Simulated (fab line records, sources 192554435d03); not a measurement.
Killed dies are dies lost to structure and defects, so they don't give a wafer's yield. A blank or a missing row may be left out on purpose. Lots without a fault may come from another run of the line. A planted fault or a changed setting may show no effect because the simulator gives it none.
Which tool did it? | flow n5_finfet | 10 lots, 29 wafers sampled, at 5 steps of a route of 1938

WHAT THE GAUGES READ, wafer by wafer
N5_BEOL_M4_RC_MEAS_101.
lot  | measured     | on        | RS_PWELL (ohm/sq)
L419 | day 7 20:41  | prober-01 | 3012 3007 3006
L421 | day 8 00:55  | prober-02 | 3048 3032 3045
L422 | day 9 02:25  | prober-02 | 2985 2996 2985
L424 | day 9 03:22  | prober-01 | 3034 3009 3012
L430 | day 10 14:30 | prober-01 | 3043 3053 3037
L431 | day 11 07:55 | prober-01 | 2991 2969
L433 | day 11 07:28 | prober-02 | 3039 3040 3028
L439 | day 13 05:34 | prober-02 | 3347 3314 3286
L440 | day 13 02:10 | prober-02 | 3243 3267 3257
L441 | day 13 18:15 | prober-01 | 3279 3284 3291

WHICH TOOL RAN EACH LOT (tool, then ch and the chambers of the sampled wafers, then the start)
lot  | N5_ZERO_LAYER_STRIP_24              | N5_WELL_APT_DESCUM_30             | N5_WELL_APT_IMPLANT_31         | N5_WELL_APT_EPI_41
L419 | plasma_asher-02 ch 0,1, day 1 12:59 | rie_diel-06 ch 0,2,3, day 1 15:01 | implanter-01 ch 0, day 1 15:09 | epi_rpcvd-02 ch 0, day 1 16:07
L421 | plasma_asher-02 ch 0,1, day 2 01:07 | rie_diel-04 ch 0,1, day 2 03:23   | implanter-01 ch 0, day 2 03:33 | epi_rpcvd-03 ch 0, day 2 04:37
L422 | plasma_asher-02 ch 0,1, day 2 06:55 | rie_diel-04 ch 0,2, day 2 09:08   | implanter-02 ch 0, day 2 09:17 | epi_rpcvd-02 ch 0, day 2 10:20
L424 | plasma_asher-02 ch 0,1, day 2 19:01 | rie_diel-04 ch 1,3, day 3 00:17   | implanter-01 ch 0, day 3 00:25 | epi_rpcvd-04 ch 0, day 3 01:37
L430 | plasma_asher-02 ch 0,1, day 4 06:53 | rie_diel-01 ch 1,3, day 4 09:04   | implanter-01 ch 0, day 4 09:10 | epi_rpcvd-02 ch 0, day 4 10:05
L431 | plasma_asher-01 ch 0,1, day 4 12:56 | rie_diel-06 ch 0,3, day 4 14:50   | implanter-01 ch 0, day 4 15:01 | epi_rpcvd-03 ch 0, day 4 16:14
L433 | plasma_asher-02 ch 0, day 5 01:40   | rie_diel-04 ch 0,2, day 5 03:40   | implanter-02 ch 0, day 5 03:47 | epi_rpcvd-02 ch 0, day 5 04:50
L439 | plasma_asher-01 ch 0,1, day 6 13:07 | rie_diel-04 ch 0,2,3, day 6 15:16 | implanter-02 ch 0, day 6 15:22 | epi_rpcvd-02 ch 0, day 6 16:17
L440 | plasma_asher-01 ch 0,1, day 6 19:01 | rie_diel-01 ch 1,3, day 6 20:55   | implanter-02 ch 0, day 6 21:01 | epi_rpcvd-02 ch 0, day 6 21:55
L441 | plasma_asher-02 ch 0,1, day 7 01:01 | rie_diel-04 ch 0,1,3, day 7 04:14 | implanter-02 ch 0, day 7 04:20 | epi_rpcvd-04 ch 0, day 7 05:16
- N5_ZERO_LAYER_STRIP_24: strips in O2.
- N5_WELL_APT_DESCUM_30: chemistry O2, time 7.9 s.
- N5_WELL_APT_IMPLANT_31
- N5_WELL_APT_EPI_41: deposits Si from SiH4/H2, target thk 50 nm, time 297.7 s.

THE ANSWER, worked out from the rows above alone
Rule: what is usual is taken from the lots themselves. Put in order of their means at a reading, lots are off if they are a third of the lots or fewer, leave a main group of 4 or more, and stand apart from it by a gap of 3 or more times the standard deviation of the main group's means; of several such gaps the widest counts. A main group whose means are all the same, to the digits that the tables above print for the reading, isn't used. A lot without any number at a reading at which 4 lots or more have one is off too. The other lots that the step has rows for count as sound.
Off: L439, L440, L441, at N5_BEOL_M4_RC_MEAS_101 (RS_PWELL). The main group: mean 3017 ohm/sq, standard deviation 24.
A tool fits if, at a process step before that reading, it ran every lot that is off, and no sound lot after the first of them. The gauges at N5_BEOL_M4_RC_MEAS_101 are tried like those tools. One fits: implanter-02 at N5_WELL_APT_IMPLANT_31. Its last sound lot is L433 (day 5 03:47), its first lot that is off L439 (day 6 15:22): a fault that began between those two fits.

WHAT THE SIMULATOR HAD PUT IN
Process parameter drift: implanter-02, from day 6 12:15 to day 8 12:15, at N5_WELL_APT_IMPLANT_31. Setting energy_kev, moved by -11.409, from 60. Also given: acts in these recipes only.
Lots struck among those shown: L440, L439, L441. The rule above found the same.
